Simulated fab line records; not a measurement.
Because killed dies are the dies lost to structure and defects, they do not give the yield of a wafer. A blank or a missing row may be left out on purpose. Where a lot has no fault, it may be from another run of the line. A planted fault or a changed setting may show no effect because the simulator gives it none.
Matching of chambers + flow n5_finfet + N5_BEOL_M0_ALD_136 on ald_metal-01: 4 sister chambers
The step deposits TaN, pulse time 2 s, purge time 3 s, co reactant purge time 2 s. 18 wafers are shown with their chamber, then 9 later ones without.

## WAFERS PAIRED WITH THEIR CHAMBERS
| wafer  | chamber | heater_power_w (W) | susceptor_temp_C (C) | precursor_vessel_pressure_torr (Torr) |
|--------|---------|--------------------|----------------------|---------------------------------------|
| L074.1 | 3       | 414                | 275.01               | 26.26                                 |
| L074.3 | 2       | 435                | 275.07               | 26.17                                 |
| L074.5 | 3       | 417                | 274.98               | 26.23                                 |
| L077.2 | 0       | 476                | 275.17               | 26.29                                 |
| L077.5 | 1       | 342                | 274.96               | 26.24                                 |
| L077.6 | 2       | 445                | 275.02               | 26.28                                 |
| L079.1 | 1       | 351                | 274.93               | 26.32                                 |
| L079.3 | 0       | 470                | 274.86               | 26.32                                 |
| L079.5 | 3       | 423                | 275.08               | 26.20                                 |
| L080.1 | 3       | 409                | 274.66               | 26.27                                 |
| L080.3 | 0       | 474                | 274.82               | 26.23                                 |
| L080.5 | 2       | 432                | 274.94               | 26.26                                 |
| L085.2 | 1       | 342                | 275.28               | 26.31                                 |
| L085.3 | 0       | 462                | 274.93               | 26.30                                 |
| L085.4 | 3       | 418                | 274.85               | 26.26                                 |
| L086.2 | 2       | 437                | 274.62               | 26.25                                 |
| L086.3 | 1       | 351                | 275.02               | 26.18                                 |
| L086.4 | 0       | 466                | 275.10               | 26.24                                 |

SIGNATURES, as means of the wafers listed above
| reading                        | chamber 0 | chamber 1 | chamber 2 | chamber 3 | scatter within a chamber |
|--------------------------------|-----------|-----------|-----------|-----------|--------------------------|
| heater_power_w                 | 469.60    | 346.50    | 437.25    | 416.20    | 5.42                     |
| susceptor_temp_C               | 274.9760  | 275.0475  | 274.9125  | 274.9160  | 0.169                    |
| precursor_vessel_pressure_torr | 26.2760   | 26.2625   | 26.2400   | 26.2440   | 0.0458                   |
Rule: a wafer lies at a distance from a chamber equal to the root of the sum of squares, over the readings, of (its reading less the chamber's mean, divided by the reading's scatter). If the next closest chamber is less than 2 further off than the closest, the wafer can't be placed; otherwise it belongs to the closest. How the scatter is found: for the shown wafers, subtract from each reading the mean of its chamber, square and add these, divide the total by (wafers less chambers), then take the root.

## WAFERS MISSING THEIR CHAMBER
| wafer  | heater_power_w (W) | susceptor_temp_C (C) | precursor_vessel_pressure_torr (Torr) |
|--------|--------------------|----------------------|---------------------------------------|
| L087.1 | 350                | 275.26               | 26.25                                 |
| L087.4 | 479                | 275.04               | 26.24                                 |
| L087.6 | 473                | 274.78               | 26.27                                 |
| L091.1 | 426                | 275.04               | 26.30                                 |
| L091.3 | 345                | 274.90               | 26.30                                 |
| L091.6 | 438                | 275.47               | 26.28                                 |
| L095.4 | 343                | 275.34               | 26.29                                 |
| L095.5 | 423                | 274.99               | 26.18                                 |
| L095.6 | 479                | 274.99               | 26.27                                 |

## WHICH CHAMBER EACH WENT THROUGH
| wafer  | from the rows above     | in truth |
|--------|-------------------------|----------|
| L087.1 | 1                       | 1        |
| L087.4 | 0                       | 0        |
| L087.6 | 0                       | 0        |
| L091.1 | can't be placed: 3 or 2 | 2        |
| L091.3 | 1                       | 1        |
| L091.6 | can't be placed: 2 or 3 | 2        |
| L095.4 | 1                       | 1        |
| L095.5 | can't be placed: 3 or 2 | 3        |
| L095.6 | 0                       | 0        |
Placed correctly: 6 of 9. These rows do not allow placing 3 (true chamber among the candidates in 3). 0 placed wrongly.
